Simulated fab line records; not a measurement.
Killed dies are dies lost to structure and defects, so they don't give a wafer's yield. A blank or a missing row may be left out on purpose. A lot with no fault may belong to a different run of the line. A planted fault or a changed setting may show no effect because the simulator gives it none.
A lot that was struck, set against a sound lot / flow nand harc / 14 out of 1302 route steps
Sound: these wafers, L861.3, L861.4, L861.6. The struck wafers were L878.2, L878.5, L878.6. At the end, the cause is stated.
Each step with rows lists, per side, the tool, then ch with its chambers, then its first start. Under that, the readings that differ: sound wafers / struck wafers / difference of the means / sigmas: that difference in standard deviations of wafers without a fault.
alike: readings with means less than 2 such deviations apart, plus words and numbers identical on both sides. not compared: withheld readings, readings lacking a value on some wafer, bounds such as >300 that could conceal the same value, and numbers that have no deviation in the record and whose values overlap.
A row with sigmas, a row that says differs or no value, or rows on one side alone: a step with any of these is where the two part. Numbers that don't overlap but have no deviation are shown without sigmas and don't part them. A reading missing from all wafers of one side parts the sides only when that side holds two or more wafers.

NHARC_A_SOURCE_PLATE_THK_MEAS_09: measures by ellipsometry.
  struck on film metro-01, day 14 15:11; sound on film metro-01, day 7 13:17
  alike: thk nm
then, 3 steps without rows for these wafers: NHARC_A_SOURCE_PLATE_PVD_04 (deposits WSi2, target thk 50 nm); NHARC_A_SOURCE_PLATE_CVD_03 (deposits poly-Si, target thk 200 nm, time 4000 s); NHARC_A_SOURCE_PLATE_ANNEAL_05 (time 1800 s).
NHARC_A_SOURCE_PLATE_THK_MEAS_06: measures by ellipsometry.
  struck on film metro-01, day 15 04:02; sound on film metro-01, day 8 01:48
  alike: thk nm
NHARC_A_SOURCE_PLATE_INSPECT_08:
  struck on defect inspect-01, day 15 04:06; sound on defect inspect-01, day 8 01:52
  alike: raw defect count
after that, 1 step with no rows for these wafers: NHARC_A_ONON_D1_DEP_00 (target thk 1000 nm).
NHARC_A_ONON_D1_THK_MEAS_02: measures by ellipsometry.
  struck on film metro-02, day 15 04:40; sound on film metro-01, day 8 02:26
  alike: thk nm
after that, 1 step with no rows for these wafers: NHARC_A_ONON_D1_DEP_03 (target thk 1000 nm).
NHARC_A_ONON_D1_THK_MEAS_05: measures by ellipsometry.
  struck on film metro-01, day 15 05:14; sound on film metro-02, day 8 03:00
  alike: thk nm
NHARC_A_ONON_D1_DEP_06: target thk 1000 nm.
  sound on pecvd onon-04 ch 0, day 8 03:10; struck on pecvd onon-04 ch 0, day 15 05:22
reading=susceptor temp C (C); sound=399.69 399.52 399.94; struck=400.24 400.17 400.06; difference=+0.44; sigmas=+2
  alike: n2 flow sccm
NHARC_A_ONON_D1_THK_MEAS_08: measures by ellipsometry.
  struck on film metro-01, day 15 05:49; sound on film metro-02, day 8 03:34
reading=thk nm (nm); sound=1023 1021 1020; struck=1563 1562 1563; difference=+541; sigmas=+56
after that, 1 step with no rows for these wafers: NHARC_A_ONON_D1_DEP_09 (target thk 1000 nm).
-- the record jumps here: 16 days lie between the struck wafers' starts before and after (it left off in module A_ONON_D1 and takes up again in module END, whose first step shown is number 1302 of the route) --
NHARC_END_SORT_01:
  only the struck wafers appear in the record here, on prober-02 ch 0 at day 31 12:12; the sound ones have no rows

WHERE THEY PART
Last at NHARC_END_SORT_01 as far as this record goes, first at NHARC_A_ONON_D1_DEP_06.

WHY: the cause the simulator had injected
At NHARC_A_ONON_D1_DEP_06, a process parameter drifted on pecvd onon-04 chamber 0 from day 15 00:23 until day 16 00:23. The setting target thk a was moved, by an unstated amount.
